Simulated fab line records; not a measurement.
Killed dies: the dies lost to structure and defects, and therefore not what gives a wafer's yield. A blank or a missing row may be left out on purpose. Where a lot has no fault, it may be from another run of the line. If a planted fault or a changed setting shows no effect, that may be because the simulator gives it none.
fab line records ; flow n5Finfet
record: lots: 7; wafers: 21
route steps=1938 shown BEOL_M6@1199 BEOL_M7@1266 BEOL_M8@1356 BEOL_M9@1405
startH: the number of hours between the record's first day and the start of the first shown wafer of the lot ; waitH: time in hours since the lot's previous step ; " the same as in the row above ; L1.1+2: one row covering several wafers at once ; - no value present, or no start provided ; * or withheld: withheld ; < > ~ a bound
route shown NAME@n: NAME is a module with steps in the file, n the number in the route of the first one ; usual: mean/standard deviation of fault-free wafers ; same: alike in all rows ; chamber/n: place in a boat ; sites: the reading at each site ; _std_site: the standard deviation of these ; _edge_site: inner sites' mean taken away from outer sites' mean ; radiusMm: for every site, how far away it sits from the centre of the wafer ; mask NAME#n: copy n ; behind: tool/chamber where the wafer was last shaped ; hold: the reason the lot was held/the length of the hold in hours/how it ended ; device: the transistor (n, p or np) that didn't switch ; end of line: the same wafers' tests at the end of the route ; a step without rows: its recipe alone ; killed: at the first sort, the dies lost to defects and structure; wafer yield is something else ; map: dies across one wafer; x = killed, . = not, _ = none there
set.NAME: the setting as run; set.NAME@STEP: as run at that earlier step ; model.NAME: the simulator's own value behind a step, which no gauge read
lots with deliberately changed settings; one table per step, one row per wafer
== steps ==
step: N5_BEOL_M6_COAT_59
recipe: resist: SOC; tempC: 250; timeS: 60; spinRpm: 1500; resistThkNm: 100
lot.wafer;tool;chamber;startH;waitH;set.spinRpm;model.SOC_of_BEOL_M6_COAT_59.thkNm
L074.3;lithoTrack-01;0;207.22;0.1;1391;103.4
L074.5;lithoTrack-01;0;207.22;0.1;1391;104
L074.6;lithoTrack-01;0;207.22;0.1;1500;99.8
L079.1;lithoTrack-01;0;222.99;0.1;1500;100.6
L079.3;lithoTrack-01;0;222.99;0.1;1361;105.2
L079.6;lithoTrack-01;0;222.99;0.1;1361;105.4
L085.4;lithoTrack-01;0;264.43;0.1;1572;97.8
L085.5;lithoTrack-01;0;264.43;0.1;1500;100
L085.6;lithoTrack-01;0;264.43;0.1;1572;97.6
L086.2;lithoTrack-02;0;266.70;0.1;1500;100.2
L086.5+6;lithoTrack-02;0;266.70;0.1;1500;100.4
L088.1;lithoTrack-01;0;277.44;0.1;1500;99.8
L088.5;lithoTrack-01;0;277.44;0.1;1571;97.2
L088.6;lithoTrack-01;0;277.44;0.1;1500;100
L092.2;lithoTrack-01;0;293.26;0.1;1500;99.6
L092.5;lithoTrack-01;0;293.26;0.1;1500;99.8
L092.6;lithoTrack-01;0;293.26;0.1;1500;99.2
L096.2;lithoTrack-02;0;336.14;0.1;1617;96.2
L096.5+6;lithoTrack-02;0;336.14;0.1;1500;99.8
step: N5_BEOL_M6_EXPOSE_08
recipe: maskId: M6; na: 1.35; sourceShape: dipole; sigmaInner: 0.817; sigmaOuter: 0.97; polarization: te; doseMj: 68.25
lot.wafer;tool;chamber;startH;waitH;mask;set.doseMj
L074.3+6;arfiScanner-01;0;207.35;-;M6#0;68.25
L074.5;arfiScanner-01;0;207.35;-;M6#0;66.34
L079.1+6;arfiScanner-02;0;223.24;-;M6#0;68.25
L079.3;arfiScanner-02;0;223.24;-;M6#0;64.34
L085.4+6;arfiScanner-03;0;264.69;-;M6#0;72.72
L085.5;arfiScanner-03;0;264.69;-;M6#0;68.25
L086.2;arfiScanner-01;0;266.96;-;M6#0;68.25
L086.5+6;arfiScanner-01;0;266.96;-;M6#0;70.85
L088.1+5+6;arfiScanner-03;0;277.70;-;M6#0;68.25
L092.2+5+6;arfiScanner-03;0;293.51;-;M6#0;68.25
L096.2;arfiScanner-03;0;336.40;-;M6#0;64.84
L096.5+6;arfiScanner-03;0;336.40;-;M6#0;68.25
step: N5_BEOL_M6_PEB_09
recipe: pebTempC: withheld; pebTimeS: 60; resist: CAR-ArF
step: N5_BEOL_M6_DEVELOP_10
recipe: developTimeS: 30; developer: TMAH; resist: CAR-ArF; rinseLiquid: diw; dry: airSpin; devTempC: 23
step: N5_BEOL_M6_CD_MEAS_11
recipe: targetCdNm: 38.5; landingEnergyEv: 500; detector: seInlens; polarity: opening
usual: cdNm: 38.7/0.47
lot.wafer;tool;chamber;startH;waitH;set.doseMj@BEOL_M6_EXPOSE_08;cdNm
L074.3;cdSem-01;0;207.47;-;68.25;38.9
L074.5;cdSem-01;0;207.47;-;66.34;37.4
L074.6;cdSem-01;0;207.47;-;68.25;38.5
L079.1;cdSem-02;0;223.36;-;68.25;38.6
L079.3;cdSem-02;0;223.36;-;64.34;36.2
L079.6;cdSem-02;0;223.36;-;68.25;38.7
L085.4;cdSem-01;0;264.80;-;72.72;41.5
L085.5;cdSem-01;0;264.80;-;68.25;39.0
L085.6;cdSem-01;0;264.80;-;72.72;41.7
L086.2;cdSem-02;0;267.09;-;68.25;39.1
L086.5;cdSem-02;0;267.09;-;70.85;41.4
L086.6;cdSem-02;0;267.09;-;70.85;40.7
L088.1;cdSem-03;0;277.82;-;68.25;39.8
L088.5;cdSem-03;0;277.82;-;68.25;39.7
L088.6;cdSem-03;0;277.82;-;68.25;39.1
L092.2;cdSem-01;0;293.63;-;68.25;39.3
L092.5;cdSem-01;0;293.63;-;68.25;38.9
L092.6;cdSem-01;0;293.63;-;68.25;38.5
L096.2;cdSem-01;0;336.52;-;64.84;36.3
L096.5;cdSem-01;0;336.52;-;68.25;38.3
L096.6;cdSem-01;0;336.52;-;68.25;38.7
step: N5_BEOL_M6_DESCUM_16
recipe: chemistry: O2; timeS: 7.9; sourcePowerW: 50; biasPowerW: 20; pressureMtorr: 20; rfFrequencyHz: 2.712e+07; tempC: 40; resist: CAR-ArF; o2FlowSccm: 225
step: N5_BEOL_M6_ETCH_61
recipe: chemistry: CF4; target: SiARC; targetDepthA: 455; maskMaterial: CAR-ArF; timeS: 75.8; ionEnergyEv: 80; pressureMtorr: 40; sourceW: 545; biasW: 36; Ar_flow_sccm: 100; cf4FlowSccm: 100; ends: cleared
lot.wafer;tool;chamber;startH;waitH;set.doseMj@BEOL_M6_EXPOSE_08;model.BEOL_M6.cdOffsetNm
L074.3;rieDiel-06;1;207.59;0.0;68.25;0.2
L074.5;rieDiel-06;2;207.59;0.0;66.34;-1.2
L074.6;rieDiel-06;1;207.59;0.0;68.25;0
L079.1;rieDiel-06;1;223.49;0.0;68.25;0.2
L079.3;rieDiel-06;3;223.49;0.0;64.34;-2.4
L079.6;rieDiel-06;1;223.49;0.0;68.25;0
L085.4;rieDiel-05;1;264.92;0.0;72.72;2.8
L085.5;rieDiel-05;0;264.92;0.0;68.25;-0.2
L085.6;rieDiel-05;3;264.92;0.0;72.72;3.8
L086.2;rieDiel-06;2;267.43;0.0;68.25;0.6
L086.5;rieDiel-06;1;267.43;0.0;70.85;2.8
L086.6;rieDiel-06;0;267.43;0.0;70.85;2
L088.1;rieDiel-05;3;278.10;0.0;68.25;1.8
L088.5;rieDiel-05;1;278.10;0.0;68.25;1.4
L088.6;rieDiel-05;0;278.10;0.0;68.25;0.4
L092.2;rieDiel-01;0;293.76;0.0;68.25;0.4
L092.5;rieDiel-01;3;293.76;0.0;68.25;0.6
L092.6;rieDiel-01;0;293.76;0.0;68.25;0
L096.2;rieDiel-01;0;336.74;0.0;64.84;-2
L096.5;rieDiel-01;1;336.74;0.0;68.25;0.6
L096.6;rieDiel-01;2;336.74;0.0;68.25;0.2
step: N5_BEOL_M6_ETCH_62
recipe: chemistry: N2/H2; target: SOC; targetDepthA: 1100; overetchA: 220; maskMaterial: SiARC; tempC: 40; timeS: 165; ionEnergyEv: 200; pressureMtorr: 30; sourceW: 840; biasW: 150; n2FlowSccm: 200; h2FlowSccm: 200
lot.wafer;tool;chamber;startH;waitH;set.spinRpm@BEOL_M6_COAT_59;model.etch.depthNm
L074.3;rieDiel-06;1;207.64;0.0;1391;103.4
L074.5;rieDiel-06;2;207.64;0.0;1391;103.9
L074.6;rieDiel-06;1;207.64;0.0;1500;99.82
L079.1;rieDiel-06;1;223.54;0.0;1500;100.7
L079.3;rieDiel-06;3;223.54;0.0;1361;105.2
L079.6;rieDiel-06;1;223.54;0.0;1361;105.5
L085.4;rieDiel-05;1;264.98;0.0;1572;97.81
L085.5;rieDiel-05;0;264.98;0.0;1500;100.1
L085.6;rieDiel-05;3;264.98;0.0;1572;97.68
L086.2;rieDiel-06;2;267.49;0.0;1500;100.1
L086.5;rieDiel-06;1;267.49;0.0;1500;100.3
L086.6;rieDiel-06;0;267.49;0.0;1500;100.4
L088.1;rieDiel-05;3;278.16;0.0;1500;99.83
L088.5;rieDiel-05;1;278.16;0.0;1571;97.1
L088.6;rieDiel-05;0;278.16;0.0;1500;99.93
L092.2;rieDiel-01;0;293.81;0.0;1500;99.56
L092.5;rieDiel-01;3;293.81;0.0;1500;99.87
L092.6;rieDiel-01;0;293.81;0.0;1500;99.14
L096.2;rieDiel-01;0;336.79;0.0;1617;96.23
L096.5;rieDiel-01;1;336.79;0.0;1500;99.76
L096.6;rieDiel-01;2;336.79;0.0;1500;99.85
step: N5_BEOL_M6_STRIP_68
recipe: chemistry: N2/H2; tempC: 40; n2FlowSccm: 200; h2FlowSccm: 200; rfFrequencyHz: 6e+07
step: N5_BEOL_M6_STRIP_67
recipe: chemistry: CF4; resist: SiARC; powerW: 300; biasPowerW: 75; pressureMtorr: 50; cf4FlowSccm: 150; rfFrequencyHz: 6e+07
step: N5_BEOL_M6_HM_OPEN_17
recipe: chemistry: Cl2/BCl3; targetDepthA: 200; overetchA: 60; target: TiN; maskMaterial: SOC; ionEnergyEv: 150; pressureMtorr: 10; icpW: 1000; biasW: 126; Cl2_flow_sccm: 53.25; bcl3FlowSccm: 21.75; Ar_flow_sccm: 25
lot.wafer;tool;chamber;startH;waitH;set.spinRpm@BEOL_M6_COAT_59;set.doseMj@BEOL_M6_EXPOSE_08;model.SOC_of_BEOL_M6_COAT_59.thkNm;model.BEOL_M6.cdOffsetNm
L074.3;rieMetal-03;1;207.86;0.1;1391;68.25;95.6;-0.2
L074.5;rieMetal-03;0;207.86;0.1;1391;66.34;96;-1.4
L074.6;rieMetal-03;1;207.86;0.1;1500;68.25;92;-0.4
L079.1;rieMetal-01;1;223.73;0.0;1500;68.25;92.4;0
L079.3;rieMetal-01;1;223.73;0.0;1361;64.34;97;-2.6
L079.6;rieMetal-01;0;223.73;0.0;1361;68.25;97.6;-0.4
L085.4;rieMetal-02;1;265.19;0.1;1572;72.72;90;2.6
L085.5;rieMetal-02;0;265.19;0.1;1500;68.25;92;-0.2
L085.6;rieMetal-02;1;265.19;0.1;1572;72.72;89.8;3.8
L086.2;rieMetal-01;1;267.68;0.0;1500;68.25;92;1
L086.5;rieMetal-01;1;267.68;0.0;1500;70.85;92.2;2.8
L086.6;rieMetal-01;0;267.68;0.0;1500;70.85;92.8;1.8
L088.1;rieMetal-03;0;278.34;0.0;1500;68.25;91.8;1.8
L088.5;rieMetal-03;1;278.34;0.0;1571;68.25;89.2;1.4
L088.6;rieMetal-03;0;278.34;0.0;1500;68.25;92;0.4
L092.2;rieMetal-02;1;294.00;0.0;1500;68.25;91.8;0.2
L092.5;rieMetal-02;1;294.00;0.0;1500;68.25;92.2;0.6
L092.6;rieMetal-02;0;294.00;0.0;1500;68.25;91.2;0.2
L096.2;rieMetal-02;1;336.98;0.0;1617;64.84;88.4;-2.4
L096.5;rieMetal-02;0;336.98;0.0;1500;68.25;91.8;0.6
L096.6;rieMetal-02;1;336.98;0.0;1500;68.25;92;0
step: N5_BEOL_M6_STRIP_19
recipe: chemistry: O2; powerW: 400; tempC: 40; pressureMtorr: 30; rfFrequencyHz: 6e+07; biasPowerW: 0; overashFraction: 0.2; o2FlowSccm: 225
step: N5_BEOL_M6_CD_MEAS_18
recipe: pitchNm: 80; targetCdNm: 40
usual: cdNm: 40.1/0.58
lot.wafer;tool;chamber;startH;waitH;set.doseMj@BEOL_M6_EXPOSE_08;cdNm
L074.3;cdSem-03;-;208.02;0.1;68.25;39.8
L074.5;cdSem-03;-;208.02;0.1;66.34;38.7
L074.6;cdSem-03;-;208.02;0.1;68.25;39.5
L079.1;cdSem-03;-;223.93;0.0;68.25;40.0
L079.3;cdSem-03;-;223.93;0.0;64.34;37.1
L079.6;cdSem-03;-;223.93;0.0;68.25;39.7
L085.4;cdSem-01;-;265.35;0.1;72.72;42.1
L085.5;cdSem-01;-;265.35;0.1;68.25;40.0
L085.6;cdSem-01;-;265.35;0.1;72.72;43.5
L086.2;cdSem-01;-;267.86;0.1;68.25;41.0
L086.5;cdSem-01;-;267.86;0.1;70.85;42.7
L086.6;cdSem-01;-;267.86;0.1;70.85;41.6
L088.1;cdSem-01;-;278.52;0.0;68.25;41.9
L088.5;cdSem-01;-;278.52;0.0;68.25;41.3
L088.6;cdSem-01;-;278.52;0.0;68.25;40.4
L092.2;cdSem-02;-;294.20;0.1;68.25;40.5
L092.5;cdSem-02;-;294.20;0.1;68.25;41.0
L092.6;cdSem-02;-;294.20;0.1;68.25;40.3
L096.2;cdSem-02;-;337.16;0.1;64.84;37.9
L096.5;cdSem-02;-;337.16;0.1;68.25;40.8
L096.6;cdSem-02;-;337.16;0.1;68.25;40.2
step: N5_BEOL_M6_COAT_63
recipe: resist: SOC; tempC: 250; timeS: 60; spinRpm: 1500; resistThkNm: 60
step: N5_BEOL_M6_COAT_64
recipe: resist: SiARC; tempC: 220; timeS: 60; spinRpm: 1500; resistThkNm: 12
step: N5_BEOL_M6_PRECLEAN_42
recipe: chemistry: residueRemover; timeS: 60; tempC: 40
step: N5_BEOL_M6_SRD_43
recipe: timeS: 30; tempC: 23; rinseLiquid: diw; dry: ipaMarangoni
step: N5_BEOL_M6_CD_MEAS_35
recipe: targetCdNm: 40; targetCdYNm: 28; polarity: opening
usual: cdNm: 40.2/0.58
lot.wafer;tool;chamber;startH;waitH;set.doseMj@BEOL_M6_EXPOSE_08;cdNm
L074.3;cdSem-02;-;209.41;0.0;68.25;39.5
L074.5;cdSem-02;-;209.41;0.0;66.34;39.0
L074.6;cdSem-02;-;209.41;0.0;68.25;39.4
L079.1;cdSem-02;-;226.28;0.0;68.25;40.4
L079.3;cdSem-02;-;226.28;0.0;64.34;37.3
L079.6;cdSem-02;-;226.28;0.0;68.25;39.6
L085.4;cdSem-01;-;266.94;0.0;72.72;42.8
L085.5;cdSem-01;-;266.94;0.0;68.25;39.7
L085.6;cdSem-01;-;266.94;0.0;72.72;44.1
L086.2;cdSem-01;-;273.42;0.0;68.25;40.9
L086.5;cdSem-01;-;273.42;0.0;70.85;42.9
L086.6;cdSem-01;-;273.42;0.0;70.85;41.3
L088.1;cdSem-01;-;283.25;0.0;68.25;41.8
L088.5;cdSem-01;-;283.25;0.0;68.25;41.2
L088.6;cdSem-01;-;283.25;0.0;68.25;40.6
L092.2;cdSem-01;-;297.66;0.0;68.25;40.3
L092.5;cdSem-01;-;297.66;0.0;68.25;40.6
L092.6;cdSem-01;-;297.66;0.0;68.25;40.8
L096.2;cdSem-03;-;338.33;0.0;64.84;37.6
L096.5;cdSem-03;-;338.33;0.0;68.25;40.9
L096.6;cdSem-03;-;338.33;0.0;68.25;40.4
step: N5_BEOL_M7_PECVD_70
recipe: material: SiO2; targetThkA: 200; tempC: 400; precursor: TEOS/O2; pressureTorr: 5.5; rfW: 450; teosFlowSccm: 53.8; gas: O2; flowSccm: 3000; timeS: 22.7
lot.wafer;tool;chamber;startH;waitH;set.tempC;model.SiO2_of_BEOL_M7_PECVD_70.thkNm
L074.3+5+6;pecvd-03;2,1,0;214.45;0.0;400;20
L079.1;pecvd-01;0;230.76;0.0;400;19.8
L079.3;pecvd-01;0;230.76;0.0;414.5;18
L079.6;pecvd-01;1;230.76;0.0;400;20
L085.4+5;pecvd-04;1,0;271.68;0.1;400;20
L085.6;pecvd-04;2;271.68;0.1;400;20.4
L086.2;pecvd-01;2;276.63;0.0;400;19.4
L086.5;pecvd-01;1;276.63;0.0;400;20
L086.6;pecvd-01;0;276.63;0.0;407.3;19.2
L088.1;pecvd-01;0;287.94;0.0;400;19.8
L088.5;pecvd-01;1;287.94;0.0;400;20.4
L088.6;pecvd-01;2;287.94;0.0;400;20
L092.2;pecvd-04;0;300.69;0.0;400;19.8
L092.5;pecvd-04;0;300.69;0.0;400;20
L092.6;pecvd-04;2;300.69;0.0;400;20.2
L096.2;pecvd-03;0;342.15;0.0;394.7;20.2
L096.5;pecvd-03;1;342.15;0.0;400;19.8
L096.6;pecvd-03;0;342.15;0.0;400;19.6
step: N5_BEOL_M7_ETCH_61
recipe: chemistry: CF4; target: SiARC; targetDepthA: 455; maskMaterial: CAR-ArF; timeS: 75.8; ionEnergyEv: 80; pressureMtorr: 40; sourceW: 545; biasW: 36; Ar_flow_sccm: 100; cf4FlowSccm: 100; ends: cleared
usual: etchRfOnTimeS: 75.2/1.5; rfVppV: 183.8/1.1
lot.wafer;tool;chamber;startH;waitH;set.sourceW;etchRfOnTimeS;rfVppV
L074.3;rieDiel-04;0;215.64;0.0;470.1;87.1;192.4
L074.5;rieDiel-04;2;215.64;0.0;545;75.8;184.3
L074.6;rieDiel-04;3;215.64;0.0;470.1;83.1;194.5
L079.1;rieDiel-02;2;233.00;0.0;545;75.8;184.1
L079.3;rieDiel-02;3;233.00;0.0;579.5;71.9;181.3
L079.6;rieDiel-02;2;233.00;0.0;545;75.1;183.3
L085.4;rieDiel-02;1;274.26;0.0;545;75.5;182.6
L085.5;rieDiel-02;0;274.26;0.0;545;75.1;183.2
L085.6;rieDiel-02;3;274.26;0.0;545;76.7;184.3
L086.2;rieDiel-03;2;277.91;0.0;545;76.6;184.4
L086.5;rieDiel-03;1;277.91;0.0;464.3;83.6;194.8
L086.6;rieDiel-03;2;277.91;0.0;545;76.5;185.2
L088.1;rieDiel-03;2;289.84;0.0;595.2;70.1;178.2
L088.5;rieDiel-03;1;289.84;0.0;545;73.0;185.3
L088.6;rieDiel-03;2;289.84;0.0;545;76.2;184.6
L092.2;rieDiel-04;1;302.39;0.0;545;73.6;184.8
L092.5;rieDiel-04;0;302.39;0.0;545;78.3;180.5
L092.6;rieDiel-04;3;302.39;0.0;545;74.2;183.2
L096.2;rieDiel-03;1;343.16;0.0;594.1;67.2;178.9
L096.5;rieDiel-03;0;343.16;0.0;545;76.5;184.0
L096.6;rieDiel-03;1;343.16;0.0;594.1;67.6;178.3
step: N5_BEOL_M7_STRIP_19
recipe: chemistry: O2; powerW: 400; tempC: 40; pressureMtorr: 30; rfFrequencyHz: 6e+07; biasPowerW: 0; overashFraction: 0.2; o2FlowSccm: 225
lot.wafer;tool;chamber;startH;waitH;set.pressureMtorr
L074.3+5+6;rieDiel-04;0,1,0;215.99;0.1;36.05
L079.1+3+6;rieDiel-03;3,2,0;233.54;0.3;30
L085.4+5+6;rieDiel-03;1,1,2;274.66;0.1;25.46
L086.2+5+6;rieDiel-03;3,3,0;278.27;0.1;30
L088.1+5+6;rieDiel-04;2,3,2;290.20;0.1;23.94
L092.2+5+6;rieDiel-03;3,2,3;302.74;0.1;30
L096.2+5+6;rieDiel-02;0,3,2;343.60;0.2;30
step: N5_BEOL_M7_COAT_63
recipe: resist: SOC; tempC: 250; timeS: 60; spinRpm: 1500; resistThkNm: 60
step: N5_BEOL_M7_STRIP_80
recipe: chemistry: N2/H2; timeS: 10; powerW: 450; tempC: 40; pressureMtorr: 20; rfFrequencyHz: 6e+07; biasPowerW: 7; n2FlowSccm: 200; h2FlowSccm: 200
step: N5_BEOL_M7_HM_STRIP_39
recipe: chemistry: peroxideTinStrip; material: TiN; targetDepthA: 250; tempC: 50; timeS: 158
lot.wafer;tool;chamber;startH;waitH;set.tempC@BEOL_M7_PECVD_70;model.SiO2_of_BEOL_M7_PECVD_70.thkNm
L074.3+5+6;wetBench-04;4,1,3;219.66;0.0;400;19.8
L079.1+6;wetBench-04;1,0;236.39;0.0;400;19.8
L079.3;wetBench-04;2;236.39;0.0;414.5;18
L086.2;wetBench-03;6;283.18;0.0;400;19.4
L086.5;wetBench-03;1;283.18;0.0;400;20
L086.6;wetBench-03;4;283.18;0.0;407.3;19.2
L085.4;wetBench-03;6;284.87;0.0;400;20
L085.5;wetBench-03;4;284.87;0.0;400;19.8
L085.6;wetBench-03;1;284.87;0.0;400;20.2
L088.1;wetBench-02;4;292.50;0.0;400;19.6
L088.5;wetBench-02;3;292.50;0.0;400;20.2
L088.6;wetBench-02;7;292.50;0.0;400;19.8
L092.2;wetBench-03;0;305.57;0.0;400;19.6
L092.5;wetBench-03;2;305.57;0.0;400;20
L092.6;wetBench-03;7;305.57;0.0;400;20.2
L096.2;wetBench-02;7;345.36;0.0;394.7;20
L096.5;wetBench-02;1;345.36;0.0;400;19.6
L096.6;wetBench-02;6;345.36;0.0;400;19.4
step: N5_BEOL_M8_COAT_63
recipe: resist: SOC; tempC: 250; timeS: 60; spinRpm: 1500; resistThkNm: 60
lot.wafer;tool;chamber;startH;waitH;set.spinRpm;model.SOC_of_BEOL_M8_COAT_63.thkNm
L074.3;lithoTrack-03;0;227.98;0.6;1500;60.2
L074.5;lithoTrack-03;0;227.98;0.6;1386;62.8
L074.6;lithoTrack-03;0;227.98;0.6;1386;62.6
L079.1+3;lithoTrack-01;0;243.31;0.1;1500;60.2
L079.6;lithoTrack-01;0;243.31;0.1;1348;63.4
L086.2+5;lithoTrack-03;0;291.34;1.3;1500;59.8
L086.6;lithoTrack-03;0;291.34;1.3;1548;58.6
L085.4;lithoTrack-04;0;291.35;1.2;1500;59.6
L085.5;lithoTrack-04;0;291.35;1.2;1569;58.6
L085.6;lithoTrack-04;0;291.35;1.2;1500;60
L088.1;lithoTrack-03;0;298.74;0.1;1381;63
L088.5+6;lithoTrack-03;0;298.74;0.1;1381;62.8
L092.2+6;lithoTrack-04;0;313.81;1.1;1500;60
L092.5;lithoTrack-04;0;313.81;1.1;1500;60.2
L096.2;lithoTrack-03;0;356.24;0.2;1356;63.2
L096.5;lithoTrack-03;0;356.24;0.2;1356;63.4
L096.6;lithoTrack-03;0;356.24;0.2;1500;60.2
step: N5_BEOL_M8_COAT_64
recipe: resist: SiARC; tempC: 220; timeS: 60; spinRpm: 1500; resistThkNm: 12
step: N5_BEOL_M8_COAT_71
recipe: resist: underlayer; tempC: 205; timeS: 60; spinRpm: 1500; resistThkNm: 5
step: N5_BEOL_M8_ETCH_72
recipe: chemistry: N2/H2; target: underlayer; targetDepthA: 65; maskMaterial: CAR-EUV; timeS: 5.2; ionEnergyEv: 200; pressureMtorr: 30; sourceW: 840; biasW: 150; n2FlowSccm: 200; h2FlowSccm: 200; ends: cleared
step: N5_BEOL_M8_ETCH_65
recipe: chemistry: CF4; target: SiARC; targetDepthA: 156; maskMaterial: CAR-EUV; timeS: 26; ionEnergyEv: 80; pressureMtorr: 40; sourceW: 545; biasW: 36; Ar_flow_sccm: 100; cf4FlowSccm: 100; ends: cleared
step: N5_BEOL_M8_ETCH_66
recipe: chemistry: N2/H2; target: SOC; targetDepthA: 800; overetchA: 160; maskMaterial: SiARC; tempC: 40; timeS: 120; ionEnergyEv: 200; pressureMtorr: 30; sourceW: 840; biasW: 150; n2FlowSccm: 200; h2FlowSccm: 200
lot.wafer;tool;chamber;startH;waitH;set.spinRpm@BEOL_M8_COAT_63;model.etch.depthNm
L074.3;rieDiel-01;0;228.45;0.0;1500;60.26
L074.5;rieDiel-01;3;228.45;0.0;1386;62.81
L074.6;rieDiel-01;2;228.45;0.0;1386;62.62
L079.1;rieDiel-06;2;244.25;0.0;1500;60.11
L079.3;rieDiel-06;1;244.25;0.0;1500;60.19
L079.6;rieDiel-06;2;244.25;0.0;1348;63.45
L086.2+5;rieDiel-01;1,2;291.91;0.0;1500;59.86
L086.6;rieDiel-01;1;291.91;0.0;1548;58.7
L085.4;rieDiel-06;3;292.25;0.0;1500;59.63
L085.5;rieDiel-06;0;292.25;0.0;1569;58.59
L085.6;rieDiel-06;2;292.25;0.0;1500;59.93
L088.1;rieDiel-01;2;299.83;0.0;1381;62.96
L088.5;rieDiel-01;1;299.83;0.0;1381;62.73
L088.6;rieDiel-01;2;299.83;0.0;1381;62.87
L092.2+6;rieDiel-05;2,3;314.41;0.0;1500;60.04
L092.5;rieDiel-05;2;314.41;0.0;1500;60.18
L096.2;rieDiel-05;2;356.71;0.0;1356;63.2
L096.5;rieDiel-05;3;356.71;0.0;1356;63.33
L096.6;rieDiel-05;1;356.71;0.0;1500;60.11
step: N5_BEOL_M9_HM_DEP_02
recipe: material: TiN; targetThkA: 200; tempC: 25; chamberPressurePa: 0.49996
lot.wafer;tool;chamber;startH;waitH;set.targetThkA;model.TiN_of_BEOL_M9_HM_DEP_02.thkNm
L074.3+5+6;pvdSputter-01;-;232.94;0.4;200;20
L079.1;pvdSputter-01;-;250.21;1.1;200;19.6
L079.3;pvdSputter-01;-;250.21;1.1;183.9;18.2
L079.6;pvdSputter-01;-;250.21;1.1;200;20
L086.2;pvdSputter-02;-;297.27;1.7;182.1;18.2
L086.5;pvdSputter-02;-;297.27;1.7;200;20.2
L086.6;pvdSputter-02;-;297.27;1.7;182.1;18.4
L085.4+6;pvdSputter-02;-;297.57;1.4;200;20
L085.5;pvdSputter-02;-;297.57;1.4;225.8;22.8
L088.1+6;pvdSputter-03;-;305.60;1.6;200;19.8
L088.5;pvdSputter-03;-;305.60;1.6;212.8;21.4
L092.2;pvdSputter-03;-;319.55;1.6;200;19.8
L092.5;pvdSputter-03;-;319.55;1.6;200;20.2
L092.6;pvdSputter-03;-;319.55;1.6;200;20
L096.2+5;pvdSputter-03;-;362.38;1.3;200;20
L096.6;pvdSputter-03;-;362.38;1.3;215.5;22.2
== key ==
split: step: N5_BEOL_M6_COAT_59; setting: spinRpm; stated: 1500; by: wafer
response: step: N5_BEOL_M6_COAT_59; reading: model.SOC_of_BEOL_M6_COAT_59.thkNm; change: -0.505; per: 1%; r: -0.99
response: step: N5_BEOL_M6_ETCH_62; reading: model.etch.depthNm; change: -0.505; per: 1%; r: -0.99
response: step: N5_BEOL_M6_HM_OPEN_17; reading: model.SOC_of_BEOL_M6_COAT_59.thkNm; change: -0.503; per: 1%; r: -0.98
split: step: N5_BEOL_M6_EXPOSE_08; setting: doseMj; stated: 68.25; by: wafer
response: step: N5_BEOL_M6_CD_MEAS_11; reading: cdNm; change: +0.429; per: 1%; r: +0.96
response: step: N5_BEOL_M6_ETCH_61; reading: model.BEOL_M6.cdOffsetNm; change: +0.486; per: 1%; r: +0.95
response: step: N5_BEOL_M6_HM_OPEN_17; reading: model.BEOL_M6.cdOffsetNm; change: +0.468; per: 1%; r: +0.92
response: step: N5_BEOL_M6_CD_MEAS_18; reading: cdNm; change: +0.447; per: 1%; r: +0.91
response: step: N5_BEOL_M6_CD_MEAS_35; reading: cdNm; change: +0.492; per: 1%; r: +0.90
split: step: N5_BEOL_M7_PECVD_70; setting: tempC; stated: 400; by: wafer
response: step: N5_BEOL_M7_PECVD_70; reading: model.SiO2_of_BEOL_M7_PECVD_70.thkNm; change: -0.464; per: 1%; r: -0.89
response: step: N5_BEOL_M7_HM_STRIP_39; reading: model.SiO2_of_BEOL_M7_PECVD_70.thkNm; change: -0.444; per: 1%; r: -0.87
split: step: N5_BEOL_M7_ETCH_61; setting: sourceW; stated: 545; by: wafer
response: step: N5_BEOL_M7_ETCH_61; reading: etchRfOnTimeS; change: *; per: 1%; r: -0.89
response: step: N5_BEOL_M7_ETCH_61; reading: rfVppV; change: -0.652; per: 1%; r: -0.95
split: step: N5_BEOL_M7_STRIP_19; setting: pressureMtorr; stated: 30; by: lot
response none clear
split: step: N5_BEOL_M8_COAT_63; setting: spinRpm; stated: 1500; by: wafer
response: step: N5_BEOL_M8_COAT_63; reading: model.SOC_of_BEOL_M8_COAT_63.thkNm; change: -0.319; per: 1%; r: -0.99
response: step: N5_BEOL_M8_ETCH_66; reading: model.etch.depthNm; change: -0.322; per: 1%; r: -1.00
split: step: N5_BEOL_M9_HM_DEP_02; setting: targetThkA; stated: 200; by: wafer
response: step: N5_BEOL_M9_HM_DEP_02; reading: model.TiN_of_BEOL_M9_HM_DEP_02.thkNm; change: +0.226; per: 1%; r: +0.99
